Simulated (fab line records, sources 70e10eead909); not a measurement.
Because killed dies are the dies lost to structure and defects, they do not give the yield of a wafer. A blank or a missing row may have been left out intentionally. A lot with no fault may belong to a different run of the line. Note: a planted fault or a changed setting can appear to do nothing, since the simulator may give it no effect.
fab line records ; flow nandHarc
record: lots: 15; wafers: 45; lastDay: 22
route steps=1159 shown P_ZERO_WELL@11 P_GATE@142
lots untouched by any fault: they come from a run of this same line in which no faults occurred
startH: hours from the record's opening day to when the first of the lot's shown wafers began ; waitH: time in hours since the lot's previous step ; " the same as in the row above ; L1.1+2: a row that stands for several wafers ; - no value present, or no start provided ; * or withheld: withheld ; < > ~ a bound
route shown NAME@n: names a module that has steps shown in the file, with the first one's number in the route ; usual: mean/standard deviation of fault-free wafers ; same: alike in all rows ; chamber/n: place in a boat ; sites: per-site readings ; _std_site: standard deviation of those values ; _edge_site: inner sites' mean taken away from outer sites' mean ; radiusMm: for every site, how far away it sits from the centre of the wafer ; mask NAME#n: copy n ; behind: the most recent tool/chamber to have shaped the wafer ; hold: why the lot went on hold/how many hours it stayed there/how the hold came to an end ; device: the n, p or np transistor that did not switch ; end of line: at the end of the route, the tests of the same wafers ; step lacking rows: just its recipe ; killed: count of dies lost to structure and defects at first sort (not the wafer's yield) ; map: a wafer's dies, marking killed ones x, the rest . and places with no die _
set.NAME: the run value of the setting; set.NAME@STEP: its run value at that earlier step ; model.NAME: the simulator's own value behind a step, which no gauge read
a sample of lots followed through the steps of the route, with each step as a table and each wafer as a row
services: from which hour (startH, from the record's first day; less than 0 if before it) a tool's chamber was out of use, for how many hours, and why
== steps ==
step: NHARC_P_ZERO_WELL_EXPOSE_08
recipe: na: 0.55; targetCdNm: 500; doseMj: 33.8; maskId: P_ZERO
usual: exposureDoseMJCm2: 33.77/0.036; focusOffsetNm: 0.0/0.48
lot.wafer;tool;chamber;startH;waitH;mask;exposureDoseMJCm2;focusOffsetNm
L370.3;krfScanner-03;0;19.12;-;P_ZERO#0;33.78;0.5
L370.5;krfScanner-03;0;19.12;-;P_ZERO#0;33.77;-0.7
L370.6;krfScanner-03;0;19.12;-;P_ZERO#0;33.81;0.3
L372.2;krfScanner-02;0;31.10;-;P_ZERO#0;33.77;-0.3
L372.3;krfScanner-02;0;31.10;-;P_ZERO#0;33.80;0.0
L372.4;krfScanner-02;0;31.10;-;P_ZERO#0;33.72;-0.2
L373.2;krfScanner-01;0;37.24;-;P_ZERO#0;33.75;-0.2
L373.4;krfScanner-01;0;37.24;-;P_ZERO#0;33.79;-0.3
L373.5;krfScanner-01;0;37.24;-;P_ZERO#0;33.73;-0.1
L374.1;krfScanner-03;0;43.11;-;P_ZERO#0;33.71;-0.4
L374.5;krfScanner-03;0;43.11;-;P_ZERO#0;33.69;-0.1
L374.6;krfScanner-03;0;43.11;-;P_ZERO#0;33.71;0.4
L377.1;krfScanner-02;0;61.30;-;P_ZERO#0;33.79;-0.1
L377.3;krfScanner-02;0;61.30;-;P_ZERO#0;33.76;0.9
L377.6;krfScanner-02;0;61.30;-;P_ZERO#0;33.76;-0.4
L378.2;krfScanner-02;0;67.07;-;P_ZERO#0;33.78;0.1
L378.4;krfScanner-02;0;67.07;-;P_ZERO#0;33.74;-0.2
L378.6;krfScanner-02;0;67.07;-;P_ZERO#0;33.77;0.0
L379.1;krfScanner-01;0;73.09;-;P_ZERO#0;33.77;0.7
L379.4;krfScanner-01;0;73.09;-;P_ZERO#0;33.78;-0.4
L379.5;krfScanner-01;0;73.09;-;P_ZERO#0;33.76;0.0
L380.1;krfScanner-02;0;79.20;-;P_ZERO#0;33.73;-0.5
L380.2;krfScanner-02;0;79.20;-;P_ZERO#0;33.70;0.1
L380.4;krfScanner-02;0;79.20;-;P_ZERO#0;33.72;-0.4
L381.1;krfScanner-03;0;85.20;-;P_ZERO#0;33.84;-0.9
L381.3;krfScanner-03;0;85.20;-;P_ZERO#0;33.79;0.2
L381.5;krfScanner-03;0;85.20;-;P_ZERO#0;33.79;-0.2
L382.3;krfScanner-02;0;91.10;-;P_ZERO#0;33.74;0.3
L382.5;krfScanner-02;0;91.10;-;P_ZERO#0;33.82;1.0
L382.6;krfScanner-02;0;91.10;-;P_ZERO#0;33.73;0.8
L383.1;krfScanner-01;0;97.09;-;P_ZERO#0;33.79;0.4
L383.3;krfScanner-01;0;97.09;-;P_ZERO#0;33.81;-0.3
L383.5;krfScanner-01;0;97.09;-;P_ZERO#0;33.79;0.8
L384.2;krfScanner-01;0;102.97;-;P_ZERO#0;33.79;0.3
L384.3;krfScanner-01;0;102.97;-;P_ZERO#0;33.72;0.5
L384.6;krfScanner-01;0;102.97;-;P_ZERO#0;33.72;0.0
L387.4;krfScanner-01;-;121.11;-;P_ZERO#0;-;-
L387.5;krfScanner-01;-;121.11;-;P_ZERO#0;-;-
L387.6;krfScanner-01;-;121.11;-;P_ZERO#0;-;-
L388.3;krfScanner-02;-;127.09;-;P_ZERO#0;-;-
L388.4;krfScanner-02;-;127.09;-;P_ZERO#0;-;-
L388.5;krfScanner-02;-;127.09;-;P_ZERO#0;-;-
L389.1;krfScanner-03;-;133.19;-;P_ZERO#0;-;-
L389.2;krfScanner-03;-;133.19;-;P_ZERO#0;-;-
L389.3;krfScanner-03;-;133.19;-;P_ZERO#0;-;-
step: NHARC_P_ZERO_WELL_DESCUM_26
recipe: timeS: 3; o2FlowSccm: 200; arFlowSccm: 0; biasPowerW: 0; chemistry: O2
usual: drypumpMotorCurrentA: 5.8/0.44; o2FlowSccm: 200.0/0.59; oesProductAu: 0.996/0.012; rfVppV: 57.9/0.87; showerheadPlenumPTorr: 1.90/0.068; throttleValvePct: 11.310/0.0087
lot.wafer;tool;chamber;startH;waitH;drypumpMotorCurrentA;o2FlowSccm;oesProductAu;rfHoursCounterH;rfVppV;showerheadPlenumPTorr;throttleValvePct
L370.3;rieDiel-07;2;20.77;-;6.1;200.3;1.003;9;57.3;1.97;11.310
L370.6;rieDiel-07;2;20.77;-;6.1;199.5;0.992;-;58.6;1.97;11.304
L370.5;rieDiel-07;3;20.77;-;6.4;199.9;1.007;-;58.1;1.90;11.312
L372.3;rieDiel-11;3;32.81;-;6.4;199.9;1.017;1;58.9;1.86;11.308
L372.2;rieDiel-11;0;32.81;-;5.8;199.9;1.009;0;57.5;1.94;11.306
L372.4;rieDiel-11;2;32.81;-;5.0;199.0;0.997;-;57.3;1.89;11.298
L373.2;rieDiel-07;2;38.90;-;6.1;200.3;1.017;9;58.8;1.97;11.307
L373.4;rieDiel-07;3;38.90;-;6.3;201.5;1.008;8;57.6;1.90;11.319
L373.5;rieDiel-07;3;38.90;-;6.3;199.9;1.014;-;57.8;1.90;11.305
L374.1;rieDiel-05;1;44.80;-;5.7;200.1;0.997;4;57.4;1.80;11.308
L374.5;rieDiel-05;2;44.80;-;5.5;200.7;0.983;-;57.8;2.02;11.316
L374.6;rieDiel-05;3;44.80;-;6.1;199.9;0.995;-;58.1;1.82;11.306
L377.3;rieDiel-05;0;63.00;-;5.2;201.1;0.986;5;57.3;1.97;11.322
L377.1;rieDiel-05;1;63.00;-;5.7;199.8;0.996;5;57.6;1.80;11.309
L377.6;rieDiel-05;2;63.00;-;5.5;199.9;0.985;-;56.8;2.02;11.293
L378.4;rieDiel-07;3;68.61;-;6.4;199.5;1.016;1;58.4;1.90;11.306
L378.2;rieDiel-07;1;68.61;-;5.4;200.6;0.983;1;58.3;1.85;11.303
L378.6;rieDiel-07;3;68.61;-;6.4;200.0;1.020;-;56.4;1.90;11.302
L379.1;rieDiel-11;0;74.64;-;5.8;200.7;0.992;5;58.4;1.94;11.302
L379.4;rieDiel-11;1;74.64;-;5.7;199.6;0.995;4;58.3;1.86;11.308
L379.5;rieDiel-11;2;74.64;-;5.0;199.2;0.986;-;58.1;1.89;11.317
L380.1;rieDiel-11;2;80.88;-;5.0;200.5;0.975;3;59.3;1.89;11.317
L380.2;rieDiel-11;3;80.88;-;6.4;199.0;1.011;5;56.8;1.86;11.310
L380.4;rieDiel-11;0;80.88;-;5.8;201.3;0.994;5;57.7;1.94;11.320
L381.3;rieDiel-05;3;86.85;-;6.2;200.8;0.993;7;57.1;1.82;11.313
L381.1;rieDiel-05;2;86.85;-;5.5;200.0;0.976;7;59.9;2.02;11.307
L381.5;rieDiel-05;0;86.85;-;5.2;199.2;0.979;-;58.6;1.97;11.317
L382.3;rieDiel-11;2;92.77;-;5.0;199.8;0.985;4;57.1;1.89;11.320
L382.6;rieDiel-11;0;92.77;-;5.7;199.9;0.990;-;58.1;1.94;11.333
L382.5;rieDiel-11;1;92.77;-;5.8;200.4;0.987;-;57.5;1.86;11.323
L383.1;rieDiel-05;1;98.76;-;5.7;200.5;1.003;8;58.8;1.80;11.324
L383.3;rieDiel-05;0;98.76;-;5.3;200.4;0.971;8;58.7;1.97;11.313
L383.5;rieDiel-05;2;98.76;-;5.5;200.0;0.984;-;58.6;2.02;11.310
L384.3;rieDiel-11;0;104.57;-;5.8;199.7;1.005;5;57.1;1.94;11.303
L384.2;rieDiel-11;2;104.57;-;5.0;200.9;0.986;4;57.7;1.89;11.318
L384.6;rieDiel-11;0;104.57;-;5.8;198.9;0.999;-;57.1;1.94;11.312
L387.4;rieDiel-05;2;122.79;-;5.5;198.9;0.992;11;58.7;2.01;11.311
L387.5;rieDiel-05;0;122.79;-;5.2;199.6;0.988;-;58.7;1.97;11.309
L387.6;rieDiel-05;1;122.79;-;5.7;200.0;1.008;-;59.6;1.80;11.299
L388.4;rieDiel-05;2;128.64;-;5.5;199.7;1.002;11;59.3;2.01;11.304
L388.3;rieDiel-05;3;128.64;-;6.2;200.6;0.984;11;57.7;1.82;11.319
L388.5;rieDiel-05;1;128.64;-;5.7;199.8;1.012;-;58.1;1.80;11.307
L389.3;rieDiel-05;2;134.87;-;5.5;198.5;0.999;12;58.0;2.01;11.307
L389.1;rieDiel-05;3;134.87;-;6.1;199.8;0.968;12;57.6;1.82;11.304
L389.2;rieDiel-05;0;134.87;-;5.2;200.1;0.986;10;57.6;1.97;11.310
step: NHARC_P_GATE_OVL_MEAS_27
usual: overlayXNm: 0.0/0.91; overlayYNm: 0.2/1
lot.wafer;tool;chamber;startH;waitH;overlayXNm;overlayYNm
L370.3;overlay-02;-;92.19;-;0.5;0.8
L370.5;overlay-02;-;92.19;-;0.3;0.2
L370.6;overlay-02;-;92.19;-;0.6;1.0
L372.2;overlay-02;-;104.58;-;-0.3;0.4
L372.3;overlay-02;-;104.58;-;-0.1;0.6
L372.4;overlay-02;-;104.58;-;-0.1;0.3
L374.1;overlay-02;-;113.83;-;-0.4;0.4
L374.5;overlay-02;-;113.83;-;0.3;0.3
L374.6;overlay-02;-;113.83;-;0.4;0.8
L373.2;overlay-01;-;114.00;-;0.3;-0.1
L373.4;overlay-01;-;114.00;-;-0.2;-0.6
L373.5;overlay-01;-;114.00;-;0.1;0.2
L377.1;overlay-01;-;143.03;-;1.8;-0.6
L377.3;overlay-01;-;143.03;-;1.6;-0.5
L377.6;overlay-01;-;143.03;-;1.9;-0.8
L378.2;overlay-01;-;143.20;-;0.3;1.6
L378.4;overlay-01;-;143.20;-;-0.4;1.5
L378.6;overlay-01;-;143.20;-;-0.3;1.4
L379.1;overlay-01;-;147.47;-;-0.2;0.6
L379.4;overlay-01;-;147.47;-;-0.5;0.3
L379.5;overlay-01;-;147.47;-;-0.5;-0.4
L380.1;overlay-01;-;170.04;-;-1.0;0.4
L380.2;overlay-01;-;170.04;-;-1.1;0.9
L380.4;overlay-01;-;170.04;-;-0.8;1.0
L384.2;overlay-02;-;170.66;-;0.1;0.0
L384.3;overlay-02;-;170.66;-;-0.1;0.0
L384.6;overlay-02;-;170.66;-;0.0;0.1
L381.1;overlay-02;-;170.82;-;0.3;-0.2
L381.3;overlay-02;-;170.82;-;0.6;-0.4
L381.5;overlay-02;-;170.82;-;0.3;-0.3
L382.3;overlay-01;-;171.32;-;0.0;2.1
L382.5;overlay-01;-;171.32;-;0.4;1.1
L382.6;overlay-01;-;171.32;-;-0.4;1.1
L383.1;overlay-02;-;171.48;-;0.3;-1.1
L383.3;overlay-02;-;171.48;-;0.6;-1.4
L383.5;overlay-02;-;171.48;-;0.4;-1.1
step: NHARC_P_GATE_DESCUM_61
recipe: timeS: 3; o2FlowSccm: 200; arFlowSccm: 0; biasPowerW: 0; chemistry: O2
usual: drypumpMotorCurrentA: 5.6/0.39; o2FlowSccm: 200.0/0.57; oesProductAu: 1.004/0.014; rfVppV: 57.9/0.92; showerheadPlenumPTorr: 1.90/0.097; throttleValvePct: 11.311/0.0091
lot.wafer;tool;chamber;startH;waitH;drypumpMotorCurrentA;o2FlowSccm;oesProductAu;rfHoursCounterH;rfVppV;showerheadPlenumPTorr;throttleValvePct
L370.3;rieDiel-03;0;106.50;-;5.7;200.4;0.996;21;58.0;1.98;11.316
L370.6;rieDiel-03;3;106.50;-;5.6;199.9;1.013;-;59.1;1.91;11.314
L370.5;rieDiel-03;0;106.50;-;5.7;199.9;1.002;-;57.9;1.98;11.309
L372.3;rieDiel-01;0;119.16;-;5.9;200.6;0.995;47;57.1;1.78;11.325
L372.2;rieDiel-01;1;119.16;-;5.2;200.7;0.978;46;57.2;1.77;11.318
L372.4;rieDiel-01;3;119.16;-;5.0;198.4;1.000;48;59.0;2.02;11.316
L374.1;rieDiel-13;0;127.83;-;6.1;199.8;1.019;3;59.7;1.84;11.313
L374.5;rieDiel-13;1;127.83;-;5.9;199.9;1.003;-;58.3;2.02;11.314
L374.6;rieDiel-13;2;127.83;-;5.8;199.6;0.994;-;57.4;1.78;11.294
L373.4;rieDiel-13;3;128.07;-;4.8;200.3;1.007;3;57.2;1.78;11.323
L373.2;rieDiel-13;1;128.07;-;5.9;200.2;1.006;1;58.6;2.02;11.321
L373.5;rieDiel-13;3;128.07;-;4.8;199.9;1.006;-;58.3;1.78;11.302
L377.3;rieDiel-13;1;157.07;-;5.9;199.5;0.994;8;59.1;2.01;11.305
L377.1;rieDiel-13;3;157.07;-;4.8;200.7;1.016;10;58.6;1.77;11.319
L377.6;rieDiel-13;1;157.07;-;5.9;201.4;0.999;-;56.8;2.01;11.300
L378.2;rieDiel-13;1;157.43;-;5.9;198.9;0.990;8;58.2;2.02;11.318
L378.4;rieDiel-13;2;157.43;-;5.8;200.2;0.989;11;56.5;1.78;11.307
L378.6;rieDiel-13;0;157.43;-;6.1;199.9;1.015;-;56.3;1.84;11.305
L379.4;rieDiel-13;0;161.75;-;6.1;200.3;1.019;11;57.5;1.84;11.309
L379.1;rieDiel-13;1;161.75;-;5.9;199.9;0.996;9;58.5;2.01;11.302
L379.5;rieDiel-13;0;161.75;-;6.1;197.9;1.016;-;58.0;1.84;11.334
L384.2;rieDiel-13;1;184.39;-;5.9;200.8;0.994;14;59.4;2.01;11.312
L384.3;rieDiel-13;2;184.39;-;5.8;200.7;0.988;17;56.6;1.78;11.323
L384.6;rieDiel-13;3;184.39;-;4.8;200.5;1.011;-;56.6;1.77;11.311
L381.1;rieDiel-01;1;185.14;-;5.2;200.0;0.979;11;57.7;2.07;11.310
L381.3;rieDiel-01;2;185.14;-;6.3;198.2;0.983;11;58.7;2.04;11.314
L381.5;rieDiel-01;1;185.14;-;5.2;199.8;0.979;-;57.8;2.07;11.309
L380.4;rieDiel-13;1;186.63;-;5.9;199.7;0.998;14;58.6;2.01;11.304
L380.2;rieDiel-13;3;186.63;-;4.8;199.3;1.012;17;56.5;1.77;11.305
L380.1;rieDiel-13;0;186.63;-;6.1;200.5;1.010;16;57.0;1.84;11.310
L382.3;rieDiel-03;3;191.91;-;5.5;199.9;1.016;50;57.2;1.90;11.301
L382.5;rieDiel-03;0;191.91;-;5.7;200.7;1.006;-;56.9;1.97;11.319
L382.6;rieDiel-03;1;191.91;-;5.6;199.9;1.022;-;58.1;1.87;11.291
L383.3;rieDiel-03;0;192.64;-;5.7;200.1;0.991;55;58.5;1.96;11.303
L383.1;rieDiel-03;1;192.64;-;5.7;199.4;1.018;56;57.6;1.87;11.307
L383.5;rieDiel-03;0;192.64;-;5.7;200.8;0.993;-;58.0;1.96;11.297
== services ==
tool;chamber;startH;hours;kind
krfScanner-03;-;-3.99;4.0;pm
krfScanner-01;-;5.24;0.3;repair
rieDiel-11;-;12.60;9.0;pm
rieDiel-07;3;21.92;12.8;repair
rieDiel-11;0;25.24;2.7;repair
rieDiel-11;1;31.59;4.1;repair
krfScanner-02;-;38.00;4.0;pm
rieDiel-03;-;38.30;9.0;pm
rieDiel-11;2;47.52;15.4;repair
krfScanner-03;-;51.04;1.8;repair
rieDiel-07;-;51.23;9.0;pm
krfScanner-01;-;84.00;4.0;pm
rieDiel-03;3;95.70;5.2;repair
rieDiel-13;-;99.01;9.0;pm
rieDiel-11;1;102.64;6.7;repair
rieDiel-07;1;110.15;7.5;repair
rieDiel-07;0;110.69;5.3;repair
rieDiel-13;1;114.66;9.2;repair
rieDiel-05;-;163.60;9.0;pm
krfScanner-03;-;168.01;4.0;pm
krfScanner-02;-;170.53;0.7;repair
krfScanner-03;-;177.89;1.9;repair
rieDiel-13;-;187.65;0.8;repair
rieDiel-11;-;189.60;9.0;pm
== key ==
firstSign: step: NHARC_P_ZERO_WELL_EXPOSE_08; reading: toolRecord; direction: missing
effect none on later readings
metAt NHARC_P_ZERO_WELL_EXPOSE_08
struckLots L387,L388,L389
laterRowsLeftOut L387.4,L387.5,L387.6,L388.3,L388.4,L388.5,L389.1,L389.2,L389.3
sortLeftOut L387.4,L387.5,L387.6,L388.3,L388.4,L388.5,L389.1,L389.2,L389.3
testerLeftOut L387,L388,L389
notActingAt NHARC_P_ZERO_WELL_DESCUM_26,NHARC_P_GATE_OVL_MEAS_27,NHARC_P_GATE_DESCUM_61
onsetBetween 102.97 121.11
fault: kind: skippedStepWhole; tool: krfScanner-01,krfScanner-02,krfScanner-03; chamber: -; onsetH: 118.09; steps: NHARC_P_ZERO_WELL_EXPOSE_08; scope: struckLotsOnly
testerLeftOut: of these lots the tester's yield and bins aren't shown, on N5 and GAA mostly nor the transistor test; their killed dies are dies lost to structure and defects alone, not to doping, threshold or leakage, so they don't give the yield
sortLeftOut: the simulated sort isn't trusted on such a fault, so these wafers' sort isn't shown, and their yield isn't known
laterRowsLeftOut: the simulator's readings of these wafers behind a module that went badly wrong aren't trusted and aren't shown, but for the sort
